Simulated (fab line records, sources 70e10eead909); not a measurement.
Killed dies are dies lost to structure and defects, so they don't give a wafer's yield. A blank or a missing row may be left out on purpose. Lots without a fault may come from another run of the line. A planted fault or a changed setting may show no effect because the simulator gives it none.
Problem report in the 8D (eight disciplines) form, filled by code | flow nand_harc | the parts of the form that need people (team, actions taken, sign-off) are left out

1. THE PROBLEM
killed_at_array at NHARC_END_SORT_01 reads a mean of 672 on 3 wafers of 2 lots; wafers without a fault read 26 with a standard deviation of 9.6. That is +67 standard deviations from the usual mean.
First seen on wafer L194.5, day 21 09:22, on prober-01. The record holds 5 wafers of 2 lots with a number at this step. Rule for "out", or "out of limits": more than 4 standard deviations from the usual mean. The other wafers with a number count as sound.

2. WHAT IT IS AND WHAT IT IS NOT
question                    | is                           | is not
which readings at this step | killed_at_array, killed_dies | killed_at_other, killed_at_periphery, killed_open
which lots                  | L194, L201                   | -
which wafers of those lots  | L194.5, L194.6, L201.5       | L194.1, L201.4
read on which gauges        | prober-01                    | -
when                        | from day 21 09:22            | up to then (1 sound wafer); but 1 sound wafer of L201 came after

3. SUSPECTS, AND WHAT RULES EACH OUT
Counting: a tool at a process step up to the reading stays a suspect if it ran every lot that is out. Sound lots after the first of them don't rule it out here, since some wafers of a struck lot are sound.
- the gauge at NHARC_END_SORT_01: ruled out. All the wafers that are out were read on prober-01, but those of them that NHARC_A_WL_FILL_ETCHBACK_04 has rows for are out there too, on other tools.
- har_etch-02 at NHARC_A_SLIT_ETCH_17 (etches the open film in C4F8/O2/Ar, time 1687.5 s, target depth 10100 nm): kept. It ran every lot that is out, first L194 (day 16 16:40).
- rie_metal-03 at NHARC_A_WL_FILL_ETCHBACK_04 (etches the open film in NF3, target depth 60 nm, time 120 s): kept. It ran every lot that is out, first L194 (day 17 08:25). Its own readings are out on those wafers: run_length_s.
- rie_metal-02 at NHARC_A_WL_FILL_ETCHBACK_17 (etches the open film in Cl2/BCl3, target depth 4 nm, time 26.7 s): kept. It ran every lot that is out, first L194 (day 17 17:23).
Left after counting: har_etch-02 at NHARC_A_SLIT_ETCH_17, rie_metal-03 at NHARC_A_WL_FILL_ETCHBACK_04, rie_metal-02 at NHARC_A_WL_FILL_ETCHBACK_17.

4. THE CAUSE (what the simulator had put in)
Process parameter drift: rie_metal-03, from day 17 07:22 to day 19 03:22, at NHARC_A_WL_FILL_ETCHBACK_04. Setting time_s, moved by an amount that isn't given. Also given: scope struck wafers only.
Counting left 3 suspects, and this tool is among them.

5. THE CHAIN OF EFFECTS, in route order
Each row: a reading whose mean over the struck wafers that have a number lies more than 3 standard deviations from the usual. Only readings for which the record gives a usual standard deviation are gone through. hours: the time from each lot's start at the first step in this table that gives one to its start at this step, as a median over the lots. sigmas: the change in usual standard deviations.
hours | step                        | reading         | usual   | on struck wafers | change | sigmas
0     | NHARC_A_WL_FILL_ETCHBACK_04 | run_length_s    | 141.0 s | 90.5             | -50.5  | -99 or more
100   | NHARC_END_SORT_01           | killed_at_array | 26      | 672              | +646   | +67
100   | NHARC_END_SORT_01           | killed_dies     | 31      | 677              | +646   | +65
The process steps in it:
- NHARC_A_WL_FILL_ETCHBACK_04: etches the open film in NF3, target depth 60 nm, time 120 s.

6. WHAT WOULD HAVE CAUGHT IT SOONER
In this record the first reading out of limits at a measuring or inspecting step was taken at day 21 09:22, 98 hours after the fault began at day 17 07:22.
The tool's own readings at NHARC_A_WL_FILL_ETCHBACK_04 were out on every struck wafer that the step has a row for (run_length_s): an alarm limit on them would have fired on the first of those.
All the lots that are out (2) had begun NHARC_A_WL_FILL_ETCHBACK_04 on rie_metal-03 by day 21 09:22. A hold on the tool at that time would have spared none of them.
